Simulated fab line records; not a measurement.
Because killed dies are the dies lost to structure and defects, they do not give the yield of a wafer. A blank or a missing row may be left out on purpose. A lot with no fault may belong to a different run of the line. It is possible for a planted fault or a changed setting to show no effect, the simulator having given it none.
Which of the tools did it?	flow n5Finfet	24 lots, 72 wafers sampled, at 6 steps of a route of 1938

== WHAT THE GAUGES READ, wafer by wafer ==
N5_BEOL_M9_INSPECT_30: inspects for defects (brightfield). Usual: rawDefectCount reads 380 (standard deviation 85).
lot	measured	on	rawDefectCount	flag
L075	day 10 12:25	defectInspect-01	424 412 431	
L074	day 10 12:28	defectInspect-02	344 310 312	
L078	day 11 06:05	defectInspect-02	664 378 447	
L076	day 11 11:22	defectInspect-01	312 384 349	
L079	day 11 14:52	defectInspect-02	324 423 292	
L081	day 11 17:25	defectInspect-02	453 452 588	
L077	day 11 17:38	defectInspect-01	392 539 602	
L080	day 11 17:30	defectInspect-02	440 413 411	
L082	day 12 11:31	defectInspect-02	434 446 518	
L083	day 12 11:41	defectInspect-02	205 285 310	
L085	day 12 15:23	defectInspect-01	329 312 360	
L084	day 12 17:16	defectInspect-01	295 474 293	
L087	day 13 08:40	defectInspect-01	298 352 403	
L086	day 13 11:57	defectInspect-01	365 438 258	
L088	day 13 20:02	defectInspect-01	493 374 452	
L090	day 14 06:03	defectInspect-01	374 328 349	
L093	day 14 14:08	defectInspect-02	525 516 388	
L089	day 14 15:37	defectInspect-01	385 352 346	
L092	day 14 15:46	defectInspect-01	337 448 411	
L091	day 14 16:17	defectInspect-01	388 523 390	
L094	day 14 16:24	defectInspect-01	412 351 258	
L096	day 15 14:26	defectInspect-01	244 341 316	
L095	day 15 14:38	defectInspect-02	438 416 458	
L097	day 16 01:14	defectInspect-01	400 428 282	

N5_BEOL_M10_CD_MEAS_18: pitch 140 nm, target cd 70 nm. Usual: cdNm reads 70.7 nm (standard deviation 0.8).
lot	measured	on	cdNm (nm)	flag
L075	day 10 18:30	cdSem-02	71.7 72.0 70.6	
L074	day 10 18:45	cdSem-02	70.1 71.2 70.1	
L078	day 11 13:51	cdSem-01	70.4 71.3 72.0	
L076	day 11 16:47	cdSem-03	71.2 71.3 71.3	
L079	day 11 19:48	cdSem-03	70.4 69.6 69.6	
L081	day 11 23:13	cdSem-01	70.6 69.7 71.9	
L077	day 12 01:52	cdSem-01	70.7 70.5 70.7	
L080	day 12 02:07	cdSem-03	70.2 72.3 72.0	
L082	day 12 17:18	cdSem-01	70.1 71.5 72.0	
L083	day 12 18:50	cdSem-03	71.3 70.0 70.5	
L085	day 12 22:10	cdSem-02	70.3 70.3 69.1	
L084	day 13 03:11	cdSem-02	69.8 70.7 70.2	
L087	day 13 14:07	cdSem-02	71.5 70.8 70.2	
L086	day 13 18:35	cdSem-01	71.3 70.7 69.8	
L088	day 14 02:49	cdSem-02	69.8 70.0 69.4	
L090	day 14 12:02	cdSem-01	70.5 71.6 69.6	
L093	day 14 20:26	cdSem-02	72.0 71.9 71.6	
L089	day 14 23:04	cdSem-03	70.6 70.5 72.1	
L092	day 14 22:56	cdSem-02	70.1 69.9 71.7	
L091	day 14 23:36	cdSem-03	69.5 69.6 70.1	
L094	day 14 23:22	cdSem-03	70.0 71.5 70.6	
L096	day 15 23:02	cdSem-02	70.0 71.8 71.1	
L095	day 15 22:51	cdSem-03	70.5 71.4 70.0	
L097	day 16 08:53	cdSem-02	71.6 71.0 70.9	

N5_BEOL_M10_CD_MEAS_35 targets a cd of 70 nm. Usual: cdNm reads 70.7 nm (standard deviation 0.78).
lot	measured	on	cdNm (nm)	flag
L075	day 10 21:10	cdSem-02	71.5 71.5 70.3	
L074	day 10 22:13	cdSem-01	70.3 71.3 70.2	
L078	day 11 15:25	cdSem-03	70.8 71.2 72.0	
L076	day 11 18:14	cdSem-03	70.7 71.4 71.7	
L079	day 11 21:34	cdSem-01	70.5 69.8 69.7	
L081	day 12 00:29	cdSem-01	70.1 69.6 72.2	
L077	day 12 03:01	cdSem-02	71.0 69.7 70.8	
L080	day 12 03:29	cdSem-03	70.4 72.3 72.3	
L082	day 12 18:20	cdSem-01	70.2 71.7 72.4	
L083	day 12 22:07	cdSem-03	71.4 69.6 70.0	
L085	day 12 23:20	cdSem-02	69.5 70.7 69.0	
L084	day 13 04:52	cdSem-02	69.4 70.8 70.2	
L087	day 13 15:09	cdSem-03	71.2 70.8 70.4	
L086	day 13 20:33	cdSem-02	71.7 70.9 70.2	
L088	day 14 06:55	cdSem-01	70.1 69.8 69.7	
L090	day 14 14:31	cdSem-03	70.6 71.1 69.6	
L093	day 14 21:54	cdSem-02	71.8 72.1 71.4	
L089	day 15 00:19	cdSem-03	70.5 70.7 72.3	
L092	day 15 00:04	cdSem-03	70.4 70.3 71.3	
L091	day 15 02:37	cdSem-02	69.9 69.5 70.0	
L094	day 15 02:28	cdSem-02	70.4 71.4 70.2	
L096	day 16 02:21	cdSem-03	69.9 71.8 70.6	
L095	day 16 01:54	cdSem-03	70.2 71.0 70.4	
L097	day 16 11:19	cdSem-02	71.4 70.7 70.6	

== WHAT TOOL EACH LOT RAN ON (gives the tool, then ch and the chambers of the sampled wafers, and finally the start) ==
lot	N5_BEOL_M9_HM_DEP_02	N5_BEOL_M9_ETCH_41	N5_BEOL_M9_CURE_72
L075	pvdSputter-02, day 10 09:48	rieDiel-03 ch 2,3, day 10 13:28 or earlier	uvCure-01 ch 1, day 10 13:28
L074	pvdSputter-01, day 10 09:58	rieDiel-01 ch 1,3, day 10 13:40 or earlier	uvCure-01 ch 0, day 10 13:40
L078	pvdSputter-03, day 11 02:48	rieDiel-04 ch 0,1,2, day 11 06:46 or earlier	uvCure-02 ch 2, day 11 06:46
L076	pvdSputter-01, day 11 09:10	rieDiel-03 ch 0,1,2, day 11 12:06 or earlier	uvCure-02 ch 2, day 11 12:06
L079	pvdSputter-01, day 11 12:07	rieDiel-01 ch 0,1,3, day 11 15:37 or earlier	uvCure-01 ch 2, day 11 15:37
L081	pvdSputter-01, day 11 15:27	rieDiel-04 ch 0,2,3, day 11 18:13 or earlier	uvCure-03 ch 0, day 11 18:13
L077	pvdSputter-03, day 11 15:37	rieDiel-03 ch 1,2,3, day 11 18:46 or earlier	uvCure-01 ch 2, day 11 18:46
L080	pvdSputter-01, day 11 15:50	rieDiel-01 ch 1,2,3, day 11 18:49 or earlier	uvCure-03 ch 1, day 11 18:49
L082	pvdSputter-02, day 12 08:42	rieDiel-01 ch 0,1,3, day 12 12:12 or earlier	uvCure-01 ch 0, day 12 12:12
L083	pvdSputter-02, day 12 08:54	rieDiel-03 ch 0,3, day 12 12:57 or earlier	uvCure-01 ch 2, day 12 12:57
L085	pvdSputter-02, day 12 12:37	rieDiel-04 ch 1,2, day 12 16:22 or earlier	uvCure-02 ch 2, day 12 16:22
L084	pvdSputter-01, day 12 15:47	rieDiel-01 ch 0,1,2, day 12 18:02 or earlier	uvCure-01 ch 0, day 12 18:02
L087	pvdSputter-01, day 13 06:49	rieDiel-04 ch 1,2, day 13 09:23 or earlier	uvCure-01 ch 2, day 13 09:23
L086	pvdSputter-02, day 13 10:31	rieDiel-03 ch 1,2, day 13 12:58 or earlier	uvCure-03 ch 2, day 13 12:58
L088	pvdSputter-03, day 13 17:31	rieDiel-01 ch 1,2,3, day 13 20:44 or earlier	uvCure-03 ch 1, day 13 20:44
L090	pvdSputter-02, day 14 02:04	rieDiel-04 ch 0,1,3, day 14 06:51 or earlier	uvCure-01 ch 1, day 14 06:51
L093	pvdSputter-02, day 14 11:42	rieDiel-04 ch 0,1,2, day 14 14:49 or earlier	uvCure-03 ch 2, day 14 14:49
L089	pvdSputter-02, day 14 13:55	rieDiel-04 ch 0,3, day 14 16:36 or earlier	uvCure-01 ch 2, day 14 16:36
L092	pvdSputter-02, day 14 14:20	rieDiel-01 ch 0,1,3, day 14 16:31 or earlier	uvCure-02 ch 2, day 14 16:31
L091	pvdSputter-02, day 14 14:26	rieDiel-01 ch 0,2,3, day 14 17:02 or earlier	uvCure-01 ch 1, day 14 17:02
L094	pvdSputter-02, day 14 14:38	rieDiel-04 ch 0,2, day 14 17:20 or earlier	uvCure-01 ch 0, day 14 17:20
L096	pvdSputter-03, day 15 12:39	rieDiel-01 ch 2,3, day 15 15:07 or earlier	uvCure-01 ch 0, day 15 15:07
L095	pvdSputter-03, day 15 12:56	rieDiel-03 ch 0,2, day 15 15:19 or earlier	uvCure-03 ch 1, day 15 15:19
L097	pvdSputter-03, day 15 21:17	rieDiel-04 ch 1,2,3, day 16 01:55 or earlier	uvCure-02 ch 0, day 16 01:55
- N5_BEOL_M9_HM_DEP_02: deposits TiN, target thk 20 nm.
- N5_BEOL_M9_ETCH_41: etches SiCN in CH3F/O2, target depth 36.6 nm, time 70.1 s.
- N5_BEOL_M9_CURE_72: cures SiCOH lowk, time 120 s.

== WHAT THE TOOLS THEMSELVES READ (means of the sampled wafers that have a number; where no wafer has one, the mark that the record gives instead) ==
N5_BEOL_M9_HM_DEP_02. Usual: throttleValvePct reads 30.0 % (standard deviation 0.93).
lot	tool	throttleValvePct (%)	flag
L075	pvdSputter-02	30.0	
L074	pvdSputter-01	30.1	
L078	pvdSputter-03	30.5	
L076	pvdSputter-01	30.3	
L079	pvdSputter-01	30.3	
L081	pvdSputter-01	30.8	
L077	pvdSputter-03	30.0	
L080	pvdSputter-01	30.1	
L082	pvdSputter-02	29.1	
L083	pvdSputter-02	29.0	
L085	pvdSputter-02	29.9	
L084	pvdSputter-01	30.3	
L087	pvdSputter-01	30.2	
L086	pvdSputter-02	29.3	
L088	pvdSputter-03	30.3	
L090	pvdSputter-02	30.5	
L093	pvdSputter-02	29.4	
L089	pvdSputter-02	29.4	
L092	pvdSputter-02	30.4	
L091	pvdSputter-02	30.6	
L094	pvdSputter-02	30.9	
L096	pvdSputter-03	30.2	
L095	pvdSputter-03	30.0	
L097	pvdSputter-03	30.2	

N5_BEOL_M9_ETCH_41. Usual: CH3F_flow_sccm 29.99 sccm, standard deviation 0.087; O2_flow_sccm 20.00 sccm, standard deviation 0.057; drypumpMotorCurrentA 5.7 A, standard deviation 0.33; oesProductAu 0.77 a.u., standard deviation 0.069; rfVppV 297.2 V, standard deviation 1.8; showerheadPlenumPTorr 2.00 Torr, standard deviation 0.074; throttleValvePct 16.36 %, standard deviation 0.24.
lot	tool	CH3F_flow_sccm (sccm)	O2_flow_sccm (sccm)	drypumpMotorCurrentA (A)	oesProductAu (a.u.)	rfVppV (V)	showerheadPlenumPTorr (Torr)	throttleValvePct (%)	flag
L075	rieDiel-03	30.00	20.04	5.8	0.72	297.8	2.03	16.66	
L074	rieDiel-01	30.07	20.06	5.8	0.74	295.9	1.91	16.55	
L078	rieDiel-04	30.04	19.95	5.8	0.77	296.1	1.94	16.29	
L076	rieDiel-03	30.01	19.98	5.6	0.80	298.2	2.08	16.53	
L079	rieDiel-01	30.05	19.99	5.8	0.76	295.8	1.95	16.41	
L081	rieDiel-04	30.07	20.02	5.6	0.74	296.0	1.96	16.24	
L077	rieDiel-03	30.04	20.01	5.7	0.73	297.0	2.04	16.58	
L080	rieDiel-01	30.00	20.02	6.0	0.73	296.3	1.97	16.53	
L082	rieDiel-01	29.92	20.08	5.8	0.76	296.4	1.95	16.41	
L083	rieDiel-03	29.99	20.03	5.8	0.73	298.6	2.03	16.59	
L085	rieDiel-04	29.89	19.98	5.9	0.74	294.8	1.90	16.35	
L084	rieDiel-01	29.96	20.00	6.0	0.75	297.3	2.01	16.39	
L087	rieDiel-04	29.93	19.99	5.9	0.72	295.2	1.90	16.35	
L086	rieDiel-03	30.03	20.01	5.5	0.76	298.2	2.05	16.50	
L088	rieDiel-01	30.04	19.96	6.0	0.71	297.2	1.97	16.54	
L090	rieDiel-04	29.93	20.02	5.5	0.77	296.2	1.97	16.18	
L093	rieDiel-04	29.98	19.96	5.8	0.85	297.9	2.02	16.18	
L089	rieDiel-04	30.00	19.96	5.2	0.75	297.7	1.98	16.13	
L092	rieDiel-01	29.95	19.97	5.8	0.73	295.9	1.95	16.44	
L091	rieDiel-01	29.93	19.95	6.0	0.74	297.9	2.01	16.40	
L094	rieDiel-04	29.99	20.01	5.9	0.90	299.0	2.08	16.13	
L096	rieDiel-01	30.01	19.98	5.9	0.72	295.9	1.96	16.55	
L095	rieDiel-03	29.92	20.01	5.7	0.78	299.1	2.10	16.67	
L097	rieDiel-04	29.99	20.01	5.6	0.82	297.4	2.01	16.08	

N5_BEOL_M9_CURE_72. Usual: lampPowerPct 52.31 %, standard deviation 0.057; wafer_temp_C_max 371.8, standard deviation 0.56.
lot	tool	lampPowerPct (%)	wafer_temp_C_max	flag
L075	uvCure-01	52.29	372.2	
L074	uvCure-01	52.28	371.4	
L078	uvCure-02	52.30	372.9	
L076	uvCure-02	52.31	371.8	
L079	uvCure-01	52.33	371.5	
L081	uvCure-03	52.33	371.3	
L077	uvCure-01	52.29	371.7	
L080	uvCure-03	52.27	371.7	
L082	uvCure-01	52.30	371.4	
L083	uvCure-01	52.35	371.6	
L085	uvCure-02	52.31	371.7	
L084	uvCure-01	52.29	371.4	
L087	uvCure-01	52.29	371.3	
L086	uvCure-03	52.32	372.6	
L088	uvCure-03	52.36	371.8	
L090	uvCure-01	52.32	372.3	
L093	uvCure-03	52.32	372.8	
L089	uvCure-01	52.31	371.5	
L092	uvCure-02	52.35	371.9	
L091	uvCure-01	52.31	372.0	
L094	uvCure-01	52.29	371.3	
L096	uvCure-01	52.33	371.8	
L095	uvCure-03	52.30	371.4	
L097	uvCure-02	52.25	371.4	

== THE ANSWER, worked out from the rows above alone ==
Rule: a lot is off if the mean of its wafers that have a number lies more than 3 standard deviations from the usual mean. Also off: a lot with no number at a reading for which 4 or more lots have one. Any other lot the step has rows for is counted as sound. After the gauges, taken in route order, come the tools' own readings; for these a lot's mean is taken, as printed above. The first step at which some lot is off is used, and at that step the reading that is off furthest; a lot without a number counts as furthest.
No lot is off on any of the readings shown, so nothing can be concluded from this.

== WHAT WAS PUT IN BY THE SIMULATOR ==
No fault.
